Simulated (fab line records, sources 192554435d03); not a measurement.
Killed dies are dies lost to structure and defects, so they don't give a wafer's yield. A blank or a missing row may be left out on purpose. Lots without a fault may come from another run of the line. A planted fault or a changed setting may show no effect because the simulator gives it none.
One fault seen from 2 desks | flow n5_finfet | each desk has only its own numbers; what lay behind them comes last

THE METROLOGY DESK
What the gauges read, lot by lot, whatever tool the lot ran on: means of the sampled wafers that have a number. A lot is out of limits, marked OUT, if its mean lies more than 4 standard deviations from the usual mean; the brackets give that distance. Of its 28 readings 7 are shown: the one that was out of limits first, and those that lie furthest out on some lot.
Columns: A = cd_nm at N5_BEOL_M11_CD_MEAS_28, usual 69.7 nm; B = trench_depth_nm at N5_BEOL_M11_OCD_MEAS_38, usual 148.5 nm; C = M11_THK at N5_BEOL_M11_THK_MEAS_53, usual 139 nm; D = M11_RS at N5_BEOL_M11_RS_MEAS_57, usual 0.152 ohm/sq; E = SERP_M11 at N5_BEOL_M15_RC_MEAS_101, usual 3.09 ohm/um; F = SERP_M11_max_site at N5_BEOL_M15_RC_MEAS_101, usual 3.17 ohm/um; G = SERP_M13 at N5_BEOL_M15_RC_MEAS_101, usual 0.310 ohm/um
lot  | first seen here | A    | B                | C              | D                | E               | F               | G
L273 | day 11 05:50    | 70.6 | 146.5            | 135            | 0.156            | 3.23            | 3.32            | 0.315
L278 | day 11 21:29    | 70.8 | 151.6            | 144            | 0.148            | 3.01            | 3.07            | 0.322
L282 | day 13 00:31    | 69.3 | 147.1            | 140            | 0.152            | 3.07            | 3.17            | 0.309
L286 | day 14 01:40    | 69.5 | 149.4            | 140            | 0.152            | 3.13            | 3.20            | 0.310
L288 | day 14 15:31    | 68.2 | 146.8            | 139            | 0.153            | 3.14            | 3.23            | 0.304
L292 | day 16 13:12    | 70.0 | 134.7 (-4.8) OUT | 124 (-4.5) OUT | 0.172 (+5.1) OUT | 3.52 (+4.3) OUT | 3.61 (+4.4) OUT | 0.305
L293 | day 16 14:56    | 69.5 | 138.6            | 129            | 0.164            | 3.34            | 3.42            | 0.313
This desk's finding: out of limits on L292; first on L292, day 16 13:47 (trench_depth_nm at N5_BEOL_M11_OCD_MEAS_38). In limits: L273, L278, L282, L286, L288, L293.

THE TOOL OWNER'S DESK: rie_diel-03
The tool's own readings at N5_BEOL_M11_TRENCH_ETCH_37 (etches SiCOH lowk in C4F6/O2, target depth 148.83 nm, time 48 s): means of the sampled wafers that have a number, for each lot that ran on this tool. A lot is out of limits, marked OUT, if its mean lies more than 4 standard deviations from the usual mean; the brackets give that distance.
Columns: A = drypump_motor_current_A at N5_BEOL_M11_TRENCH_ETCH_37, usual 5.9 A; B = mfc_ar_sccm at N5_BEOL_M11_TRENCH_ETCH_37, usual 300.0 sccm; C = oes_f_703_au at N5_BEOL_M11_TRENCH_ETCH_37, usual 0.78 a.u.; D = oes_product_au at N5_BEOL_M11_TRENCH_ETCH_37, usual 0.78 a.u.; E = rf_vpp_V at N5_BEOL_M11_TRENCH_ETCH_37, usual 659 V; F = showerhead_plenum_p_Torr at N5_BEOL_M11_TRENCH_ETCH_37, usual 2.83 Torr; G = throttle_valve_pct at N5_BEOL_M11_TRENCH_ETCH_37, usual 20.98 %
lot  | first seen here | A   | B     | C    | D    | E   | F    | G
L273 | day 11 06:14    | 5.6 | 299.9 | 0.74 | 0.73 | 657 | 2.88 | 20.96
L288 | day 14 15:55    | 5.8 | 299.8 | 0.77 | 0.75 | 656 | 2.89 | 20.98
L292 | day 16 13:36    | 5.3 | 299.6 | 0.73 | 0.68 | 659 | 2.86 | 20.96
L293 | day 16 15:21    | 6.2 | 298.9 | 0.75 | 0.71 | 653 | 2.88 | 21.04
This desk's finding: nothing out of limits on any of the 4 lots.

PUT TOGETHER
The metrology desk could have raised an alarm at day 16 13:47, on L292.
The tool owner's desk saw nothing out of limits.
The tool owner's desk has L292 on record, within its limits.
Of the lots named, all ran N5_BEOL_M11_TRENCH_ETCH_37 on rie_diel-03.

WHAT THE SIMULATOR HAD PUT IN
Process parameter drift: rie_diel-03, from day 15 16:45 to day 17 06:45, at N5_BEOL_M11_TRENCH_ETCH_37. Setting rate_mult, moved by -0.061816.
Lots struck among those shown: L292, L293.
Hours from the fault's start to each desk's first reading out of limits: the metrology desk, 21.
